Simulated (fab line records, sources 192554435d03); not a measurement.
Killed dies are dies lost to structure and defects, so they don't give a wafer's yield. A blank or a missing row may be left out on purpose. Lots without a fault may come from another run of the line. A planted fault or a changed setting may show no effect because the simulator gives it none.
Which tool did it? | flow n5_finfet | 11 lots, 31 wafers sampled, at 6 steps of a route of 1938

WHAT THE GAUGES READ, wafer by wafer
N5_BEOL_M1_RS_MEAS_58: measures by four-point-probe. Usual: M1_RS 0.675 ohm/sq, standard deviation 0.028.
lot  | measured     | on            | M1_RS (ohm/sq)    | flag
L693 | day 6 08:22  | film_metro-02 | 0.688 0.661 0.649 |
L694 | day 6 18:21  | film_metro-01 | 0.700 0.689 0.698 |
L697 | day 7 03:10  | film_metro-01 | 0.731 0.684 0.673 |
L696 | day 7 08:26  | film_metro-02 | 0.672 0.688 0.685 |
L698 | day 7 13:57  | film_metro-01 | 0.725 0.667       |
L699 | day 8 07:08  | film_metro-02 | 0.676 0.654       |
L703 | day 8 17:39  | film_metro-01 | 0.647 0.732 0.654 |
L702 | day 8 21:13  | film_metro-02 | 0.679 0.639 0.660 |
L704 | day 9 03:01  | film_metro-02 | 0.672 0.646 0.625 |
L706 | day 9 12:19  | film_metro-02 | 0.655 0.641 0.620 |
L713 | day 11 18:36 | film_metro-01 | 0.710 0.676 0.694 |

N5_BEOL_M2_OVL_MEAS_12. Usual: M2_OVL 0.7 nm, standard deviation 0.68.
lot  | measured     | on         | M2_OVL (nm) | flag
L693 | day 6 09:34  | overlay-01 | 1.4 0.8 1.1 |
L694 | day 6 19:57  | overlay-01 | 0.7 1.1 1.0 |
L697 | day 7 03:50  | overlay-02 | 5.5 4.7 5.8 | OFF
L696 | day 7 10:35  | overlay-01 | 5.8 5.4 6.4 | OFF
L698 | day 7 16:04  | overlay-01 | 4.2 3.8     | OFF
L699 | day 8 09:45  | overlay-01 | 5.9 6.5     | OFF
L703 | day 8 20:39  | overlay-01 | 0.1 0.7 0.3 |
L702 | day 8 23:04  | overlay-01 | 0.5 1.1 1.2 |
L704 | day 9 03:55  | overlay-01 | 1.5 0.4 0.9 |
L706 | day 9 13:41  | overlay-01 | 1.7 0.4 0.9 |
L713 | day 11 21:16 | overlay-02 | 0.1 0.9 0.0 |

N5_BEOL_M4_RC_MEAS_101. Usual: DIBL_N 36.4 mV/V, standard deviation 1.3; DIBL_P 36.5 mV/V, standard deviation 1.7; IOFF_N 0.154 nA/um, standard deviation 0.022; IOFF_P 0.202 nA/um, standard deviation 0.025; ION_N 671 uA/um, standard deviation 9.8; ION_P 460 uA/um, standard deviation 6.8; SS_N 71.6 mV/dec, standard deviation 0.54; SS_P 73.4 mV/dec, standard deviation 0.58; VT_N 250.9 mV, standard deviation 2.8; VT_P -251.4 mV, standard deviation 2.7.
lot  | measured     | on        | DIBL_N (mV/V)  | DIBL_P (mV/V)  | IOFF_N (nA/um)    | IOFF_P (nA/um)    | ION_N (uA/um) | ION_P (uA/um) | SS_N (mV/dec)  | SS_P (mV/dec)  | VT_N (mV)         | VT_P (mV)            | flag
L693 | day 7 23:53  | prober-01 | 39.0 39.4 40.5 | 37.2 37.7 39.9 | 0.176 0.183 0.224 | 0.213 0.222 0.259 | 686 683 697   | 469 461 477   | 73.3 72.5 72.8 | 74.2 74.1 74.2 | 247.0 247.6 244.5 | -251.2 -249.5 -250.8 |
L694 | day 8 04:26  | prober-02 | 37.2 34.8 37.4 | 35.9 33.7 36.4 | 0.159 0.124 0.168 | 0.181 0.161 0.194 | 682 668 674   | 449 458 452   | 73.0 71.3 72.1 | 73.1 73.1 72.9 | 252.0 255.4 250.2 | -252.2 -252.7 -252.2 |
L697 | day 8 10:06  | prober-02 | 36.4 38.7 38.6 | 36.5 38.8 38.8 | 0.135 0.172 0.176 | 0.171 0.203 0.202 | 662 678 676   | 448 453 450   | 70.7 71.6 71.8 | 72.7 74.2 73.7 | 251.5 247.7 247.2 | -255.8 -253.6 -253.1 |
L696 | day 8 14:12  | prober-02 | 39.3 36.8 35.7 | 38.5 36.2 34.4 | 0.174 0.132 0.116 | 0.185 0.155 0.142 | 669 662 657   | 447 446 444   | 72.4 71.7 71.4 | 74.5 72.9 73.5 | 252.2 253.1 258.6 | -256.8 -256.9 -256.9 |
L698 | day 9 02:28  | prober-02 | 36.6 35.3      | 37.2 35.5      | 0.147 0.134       | 0.204 0.183       | 679 665       | 463 460       | 72.0 71.7      | 73.4 73.3      | 249.0 251.9       | -249.7 -252.3        |
L699 | day 9 13:26  | prober-02 | 36.2 36.0      | 35.6 35.5      | 0.152 0.147       | 0.199 0.197       | 684 681       | 466 466       | 70.8 71.3      | 73.4 73.8      | 249.2 248.4       | -249.2 -248.3        |
L703 | day 10 04:52 | prober-01 | 37.0 36.2 35.5 | 36.6 35.5 34.2 | 0.162 0.148 0.134 | 0.231 0.208 0.188 | 680 674 671   | 472 463 462   | 71.5 71.1 71.2 | 73.0 72.7 71.7 | 248.9 249.8 249.6 | -249.5 -251.7 -250.8 |
L702 | day 10 08:23 | prober-01 | 36.8 34.7 35.9 | 37.6 35.0 36.6 | 0.163 0.129 0.149 | 0.205 0.174 0.195 | 674 655 672   | 460 453 467   | 71.6 71.5 71.7 | 73.1 73.2 73.2 | 249.0 253.7 250.0 | -249.7 -253.0 -250.1 |
L704 | day 10 12:19 | prober-02 | 36.7 35.6 36.3 | 37.2 36.0 37.2 | 0.154 0.136 0.152 | 0.200 0.178 0.200 | 664 664 668   | 453 461 459   | 71.4 71.0 71.6 | 73.1 73.7 73.6 | 250.5 254.1 250.8 | -254.0 -253.2 -250.2 |
L706 | day 10 14:43 | prober-02 | 36.2 35.1 34.2 | 36.7 35.4 33.9 | 0.164 0.143 0.132 | 0.205 0.187 0.176 | 681 671 671   | 464 459 458   | 71.7 71.8 71.3 | 72.6 72.5 72.5 | 250.9 252.5 251.3 | -250.8 -251.6 -253.4 |
L713 | day 13 07:52 | prober-01 | 37.1 37.6 37.2 | 35.6 37.3 37.7 | 0.163 0.188 0.193 | 0.198 0.241 0.248 | 661 676 687   | 449 463 469   | 71.9 71.9 71.4 | 73.7 74.4 73.6 | 250.8 244.2 246.1 | -252.9 -245.9 -245.7 |

WHICH TOOL RAN EACH LOT (tool, then ch and the chambers of the sampled wafers, then the start)
lot  | N5_BEOL_M1_CO_CAP_55            | N5_BEOL_M2_EXPOSE_08              | N5_BEOL_M2_DESCUM_16
L693 | cvd_co-01 ch 0,1,2, day 6 08:10 | euv_scanner-01 ch 0, day 6 09:24  | rie_diel-05 ch 0,1,2, day 6 09:40
L694 | cvd_co-01 ch 1,2, day 6 18:10   | euv_scanner-01 ch 0, day 6 19:47  | rie_diel-06 ch 0,1, day 6 20:02
L697 | cvd_co-02 ch 0,2, day 7 02:59   | euv_scanner-01 ch 0, day 7 03:41  | rie_diel-06 ch 0,1, day 7 03:55
L696 | cvd_co-01 ch 0,1, day 7 08:14   | euv_scanner-01 ch 0, day 7 10:26  | rie_diel-06 ch 0,1, day 7 10:40
L698 | cvd_co-02 ch 0,2, day 7 13:44   | euv_scanner-01 ch 0, day 7 15:55  | rie_diel-05 ch 1,3, day 7 16:10
L699 | cvd_co-02 ch 0,2, day 8 06:59   | euv_scanner-01 ch 0, day 8 09:35  | rie_diel-02 ch 0,1, day 8 09:50
L703 | cvd_co-02 ch 1,2, day 8 17:28   | euv_scanner-02 ch 0, day 8 20:29  | rie_diel-05 ch 0,1, day 8 21:17
L702 | cvd_co-02 ch 1,2, day 8 21:02   | euv_scanner-02 ch 0, day 8 22:54  | rie_diel-06 ch 0,1,2, day 8 23:09
L704 | cvd_co-01 ch 1,2, day 9 02:50   | euv_scanner-02 ch 0, day 9 03:44  | rie_diel-05 ch 2,3, day 9 04:01
L706 | cvd_co-01 ch 0,2, day 9 12:06   | euv_scanner-02 ch 0, day 9 13:31  | rie_diel-05 ch 0,1,3, day 9 13:47
L713 | cvd_co-02 ch 1,2, day 11 18:25  | euv_scanner-02 ch 0, day 11 21:06 | rie_diel-05 ch 0,1, day 11 21:32
- N5_BEOL_M1_CO_CAP_55: material Co, precursor CCTBA/H2, target thk 2 nm, time 102.1 s.
- N5_BEOL_M2_EXPOSE_08: exposes mask M2.
- N5_BEOL_M2_DESCUM_16: chemistry O2, time 7 s.

WHAT THE TOOLS THEMSELVES READ (means of the sampled wafers that have a number; where no wafer has one, the mark that the record gives instead)
N5_BEOL_M1_CO_CAP_55. Usual: chamber_pressure_Torr 30.00 Torr, standard deviation 0.066; heater_power_w 234 W, standard deviation 15.
lot  | tool      | chamber_pressure_Torr (Torr) | heater_power_w (W) | flag
L693 | cvd_co-01 | 29.94                        | 234                |
L694 | cvd_co-01 | 29.95                        | 220                |
L697 | cvd_co-02 | 30.03                        | 240                |
L696 | cvd_co-01 | 30.02                        | 222                |
L698 | cvd_co-02 | 29.98                        | 238                |
L699 | cvd_co-02 | 30.06                        | 242                |
L703 | cvd_co-02 | 29.96                        | 224                |
L702 | cvd_co-02 | 30.06                        | 225                |
L704 | cvd_co-01 | 30.03                        | 224                |
L706 | cvd_co-01 | 30.03                        | 242                |
L713 | cvd_co-02 | 30.01                        | 227                |

N5_BEOL_M2_DESCUM_16. Usual: bias_power_w 20.00 W, standard deviation 0.054; drypump_motor_current_A 5.8 A, standard deviation 0.37; oes_product_au 0.83 a.u., standard deviation 0.1; rf_fwd_power_W 49.36 W, standard deviation 0.27; rf_vpp_V 242.5 V, standard deviation 1.1; showerhead_plenum_p_Torr 2.05 Torr, standard deviation 0.048; throttle_valve_pct 20.40 %, standard deviation 0.24.
lot  | tool        | bias_power_w (W) | drypump_motor_current_A (A) | oes_product_au (a.u.) | rf_fwd_power_W (W) | rf_vpp_V (V) | showerhead_plenum_p_Torr (Torr) | throttle_valve_pct (%) | flag
L693 | rie_diel-05 | 20.01            | 5.6                         | 0.86                  | 49.27              | 242.4        | 2.07                            | 20.34                  |
L694 | rie_diel-06 | 20.09            | 5.9                         | 0.83                  | 49.01              | 242.5        | 2.08                            | 20.51                  |
L697 | rie_diel-06 | 19.97            | 5.9                         | 0.90                  | 49.31              | 242.8        | 2.06                            | 20.41                  |
L696 | rie_diel-06 | 19.98            | 5.9                         | 0.89                  | 49.39              | 243.2        | 2.06                            | 20.41                  |
L698 | rie_diel-05 | 20.07            | 5.4                         | 0.84                  | 49.42              | 241.9        | 2.05                            | 20.26                  |
L699 | rie_diel-02 | 19.95            | 5.5                         | 0.71                  | 49.41              | 241.5        | 1.99                            | 20.51                  |
L703 | rie_diel-05 | 19.98            | 5.3                         | 0.91                  | 49.29              | 242.7        | 2.04                            | 20.17                  |
L702 | rie_diel-06 | 19.98            | 5.9                         | 0.87                  | 49.33              | 242.6        | 2.06                            | 20.36                  |
L704 | rie_diel-05 | 20.00            | 5.9                         | 0.78                  | 49.33              | 243.8        | 2.08                            | 20.40                  |
L706 | rie_diel-05 | 20.01            | 5.5                         | 0.82                  | 49.22              | 242.2        | 2.04                            | 20.27                  |
L713 | rie_diel-05 | 20.01            | 5.5                         | 0.85                  | 49.14              | 241.9        | 2.02                            | 20.23                  |

THE ANSWER, worked out from the rows above alone
Rule: a lot is off if the mean of its wafers that have a number lies more than 3 standard deviations from the usual mean. A lot without any number at a reading at which 4 lots or more have one is off too. The other lots that the step has rows for count as sound. The gauges are gone through in route order, then the tools' own readings, and for those a lot's mean is taken as printed above. The first step at which some lot is off is used, and at that step the reading that is off furthest; a lot without a number counts as furthest.
Off: L697, L696, L698, L699, at N5_BEOL_M2_OVL_MEAS_12 (M2_OVL).
A tool fits if, at a process step before that reading, it ran every lot that is off, and no sound lot after the first of them. The gauges at N5_BEOL_M2_OVL_MEAS_12 are tried like those tools. One fits: euv_scanner-01 at N5_BEOL_M2_EXPOSE_08. Its last sound lot is L694 (day 6 19:47), its first lot that is off L697 (day 7 03:41): a fault that began between those two fits.

WHAT THE SIMULATOR HAD PUT IN
Scanner matching overlay: euv_scanner-01, from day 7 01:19 on, at N5_BEOL_M2_EXPOSE_08. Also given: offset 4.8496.
Lots struck among those shown: L697, L696, L698, L699. The rule above found the same.
